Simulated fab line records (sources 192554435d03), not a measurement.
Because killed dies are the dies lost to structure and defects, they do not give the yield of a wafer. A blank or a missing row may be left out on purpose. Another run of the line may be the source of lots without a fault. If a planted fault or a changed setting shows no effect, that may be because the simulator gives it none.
Split-lot experiment + flow n5Finfet + on a route of 1938 steps: 7 lots, 21 wafers read

== ON THE SPLIT ==
At N5_BEOL_M6_DEP_56 (deposits SiCN from 3MS/NH3, target thk 10 nm, time 17.5 s), the setting timeS was moved away from the recipe's 17.5 s on 4 of the 21 wafers read, by -11.2% to +11.8%. This setting was run at the recipe's value on the other wafers.

The reading is taken at the split's own step.

== THE READING ==
SiCN_of_BEOL_M6_DEP_56.thkNm (the simulator's own value, which no gauge read), in nm, at N5_BEOL_M6_DEP_56 (deposits SiCN from 3MS/NH3, target thk 10 nm, time 17.5 s). There is no usual value for it anywhere in the file. The 17 wafers here that ran the recipe average 10.1 nm, standard deviation 0.21 nm.

| wafer  | tool, chamber at the split | timeS as run, s | against the recipe | SiCN_of_BEOL_M6_DEP_56.thkNm, nm | against lot-mates on the recipe |
|--------|----------------------------|-----------------|--------------------|----------------------------------|---------------------------------|
| L075.2 | pecvd-04, 1                | 17.5            | recipe             | 10                               | -                               |
| L075.3 | pecvd-04, 1                | 17.5            | recipe             | 10                               | -                               |
| L075.6 | pecvd-04, 1                | 17.5            | recipe             | 9.8                              | -                               |
| L081.2 | pecvd-04, 0                | 17.5            | recipe             | 9.6                              | -                               |
| L081.3 | pecvd-04, 2,1              | 17.5            | recipe             | 10                               | -                               |
| L081.6 | pecvd-04, 2,1              | 17.5            | recipe             | 10                               | -                               |
| L082.2 | pecvd-04, 1                | 15.54           | -11.2%             | 9                                | -1.3                            |
| L082.5 | pecvd-04, 2                | 17.5            | recipe             | 10.4                             | -                               |
| L082.6 | pecvd-04, 0                | 17.5            | recipe             | 10.2                             | -                               |
| L083.2 | pecvd-01, 2                | 17.5            | recipe             | 10.4                             | -                               |
| L083.3 | pecvd-01, 2                | 17.5            | recipe             | 10.4                             | -                               |
| L083.4 | pecvd-01, 0                | 19.56           | +11.8%             | 11.6                             | +1.2                            |
| L086.2 | pecvd-04, 0                | 17.5            | recipe             | 10                               | -                               |
| L086.3 | pecvd-04, 1,2              | 17.5            | recipe             | 10.2                             | -                               |
| L086.6 | pecvd-04, 1,2              | 17.5            | recipe             | 10.2                             | -                               |
| L089.1 | pecvd-03, 1                | 17.5            | recipe             | 10                               | -                               |
| L089.5 | pecvd-03, 0,1              | 17.5            | recipe             | 10.2                             | -                               |
| L089.6 | pecvd-03, 0,1              | 17.5            | recipe             | 10.2                             | -                               |
| L093.1 | pecvd-03, 0                | 16.47           | -5.9%              | 9.6                              | -0.6                            |
| L093.4 | pecvd-03, 0                | 16.47           | -5.9%              | 9.6                              | -0.6                            |
| L093.3 | pecvd-03, 2                | 17.5            | recipe             | 10.2                             | -                               |
The file does not say which wafer passed through which chamber wherever a row lists several chambers: such a row stands for several wafers.

THE FIT
A straight line over all 21 wafers: SiCN_of_BEOL_M6_DEP_56.thkNm changes by +0.109 nm for each +1% of timeS; r = +0.91; the points scatter about the line by 0.21 nm.
The same after taking each lot's own level away (the mean of its wafers on the recipe; 21 wafers): +0.107 nm for each +1%; r = +0.97; scatter 0.11 nm.
Per that fit: largest timeS move, reading shift of 1.3 nm.
The lots' own levels span 9.87 to 10.40 nm, that is 2.6 times the standard deviation above.
The two slopes are in agreement: the lot-to-lot level therefore moves the slope only a little.
Check: for one of the wafers moved furthest among these (+11.8%), held out of the fit, the line's prediction against its lot-mates is +1.31 nm. Against them it came out at +1.2 nm.

== THESE WAFERS: OTHER SPLITS ==
Note: prior to the reading, these wafers also went through further splits. Each is held against what the fit with the lots' levels taken away leaves over:
| other split on the same wafers    | wafers away from the commonest value | r with SiCN_of_BEOL_M6_DEP_56.thkNm (lot level and that fit taken away) |
|-----------------------------------|--------------------------------------|-------------------------------------------------------------------------|
| N5_BEOL_M2_VIA_ETCH_34 sourceW    | 4                                    | -0.06                                                                   |
| N5_BEOL_M3_VIA_ETCH_34 biasW      | 5                                    | +0.11                                                                   |
| N5_BEOL_M3_TRENCH_ETCH_37 sourceW | 8                                    | +0.19                                                                   |
| N5_BEOL_M4_ETCH_64 biasW          | 7                                    | +0.22                                                                   |
| N5_BEOL_M5_HM_DEP_02 targetThkA   | 7                                    | +0.00                                                                   |
| N5_BEOL_M5_COAT_60 spinRpm        | 6                                    | +0.05                                                                   |
| N5_BEOL_M6_COAT_60 spinRpm        | 7                                    | +0.34                                                                   |

== FILE'S OWN FIT ==
SiCN_of_BEOL_M6_DEP_56.thkNm changes by +0.108 nm for each +1% of timeS, r = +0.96.
